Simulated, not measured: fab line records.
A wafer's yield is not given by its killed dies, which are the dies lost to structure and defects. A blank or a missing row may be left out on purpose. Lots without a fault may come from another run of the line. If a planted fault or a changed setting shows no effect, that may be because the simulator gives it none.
Comparing a struck lot with a sound one    flow n5-finfet    15 out of 1938 route steps
Sound: these wafers, L987.2, L987.3, L987.5. Struck: wafer L991.4; the same lot's L991.5 was not struck, so it is left out; see the end for the cause.
Order at every step that has rows: each side's tool, ch and its chambers, its first start. Under that, the readings that differ: sound wafers    struck wafers    difference of the means    sigmas: that difference in standard deviations of wafers without a fault.
alike: a reading whose means differ by less than 2 such deviations, as well as words and numbers matching on both sides. not compared: withheld readings; readings where some wafer has no value; bounds like >300 that might hide an equal value; numbers whose values overlap and for which the record gives no deviation.
A row with sigmas, a row that says differs or no value, or rows on one side alone: a step with any of these is where the two part. When numbers do not overlap yet have no deviation, they are printed without sigmas and do not part them. A reading that every wafer of one side lacks parts them only if that side has two wafers or more.

first, 7 steps without rows for these wafers: N5_BEOL_M12_COAT_22 (resist thk 300 nm); N5_BEOL_M12_EBR_24; N5_BEOL_M12_SOFTBAKE_23 (time 60 s); N5_BEOL_M12_EXPOSE_25 (exposes mask M12); N5_BEOL_M12_PEB_26 (peb time 90 s); N5_BEOL_M12_DEVELOP_27 (develop time 45 s); N5_BEOL_M12_HARDBAKE_32 (time 120 s).
N5_BEOL_M12_CD_MEAS_28 targets a cd of 160.2 nm.
  sound on cd-sem-01 ch 0, day 12 12:59; struck on cd-sem-01 ch 0, day 13 12:39
  alike: cd-nm
N5_BEOL_M12_OVL_MEAS_29:
  sound on overlay-01 ch 0, day 12 13:01; struck on overlay-01 ch 0, day 13 12:40
  alike: M12_OVL
N5_BEOL_M12_INSPECT_30: inspects for defects (macro).
  sound on defect-inspect-01, day 12 13:02; struck on defect-inspect-02, day 13 12:42
reading           sound  struck  difference  sigmas
raw-defect-count  1 1 2  5       +4          +3
N5_BEOL_M12_DESCUM_33: chemistry O2, time 7.9 s.
  sound on rie-diel-06 ch 0,2, day 12 13:05; struck on rie-diel-06 ch 3, day 13 12:59
reading                      sound        struck  difference  sigmas
drypump-motor-current-A (A)  5.9 6.8 6.8  4.9     -1.6        -3
  alike: oes-product-au, rf-vpp-V, showerhead-plenum-p-Torr, throttle-valve-pct
  not compared: rf-hours-counter-h
N5_BEOL_M12_ETCH_67: etches SiARC in CF4, target depth 143 nm, time 238.3 s.
  sound on rie-diel-06 ch 0,2, day 12 13:07; struck on rie-diel-06 ch 3, day 13 13:02
reading                      sound              struck  difference  sigmas
bias-w (W)                   36.01 35.74 36.02  36.18   +0.26       +2
drypump-motor-current-A (A)  6.0 6.8 6.8        4.9     -1.6        -3
etch-rf-on-time-s (s)        246 246 245        237     -9          -2
  alike: oes-product-au, rf-vpp-V, showerhead-plenum-p-Torr, throttle-valve-pct
  not compared: rf-hours-counter-h
N5_BEOL_M12_ETCH_68: etches SOC in N2/H2, time 285 s.
  sound on rie-diel-06 ch 0,2, day 12 13:16; struck on rie-diel-06 ch 3, day 13 13:10
reading                      sound              struck  difference  sigmas
drypump-motor-current-A (A)  5.9 6.8 6.9        4.9     -1.6        -3
run-length-s (s)             308.4 308.8 308.5  297.8   -10.8       -26
  alike: h2-flow-sccm, oes-product-au, rf-vpp-V, showerhead-plenum-p-Torr, throttle-valve-pct
  not compared: bias-w, rf-hours-counter-h, model.SiARC_of_BEOL_M12_COAT_66.thk-nm
then, 2 steps without rows for these wafers: N5_BEOL_M12_STRIP_69 (strips in N2/H2); N5_PASSIVATION_PROBE_49.

## WHERE THEY PART
Last at N5_BEOL_M12_ETCH_68 as far as this record goes, first at N5_BEOL_M12_INSPECT_30.

WHY: what had been put in by the simulator
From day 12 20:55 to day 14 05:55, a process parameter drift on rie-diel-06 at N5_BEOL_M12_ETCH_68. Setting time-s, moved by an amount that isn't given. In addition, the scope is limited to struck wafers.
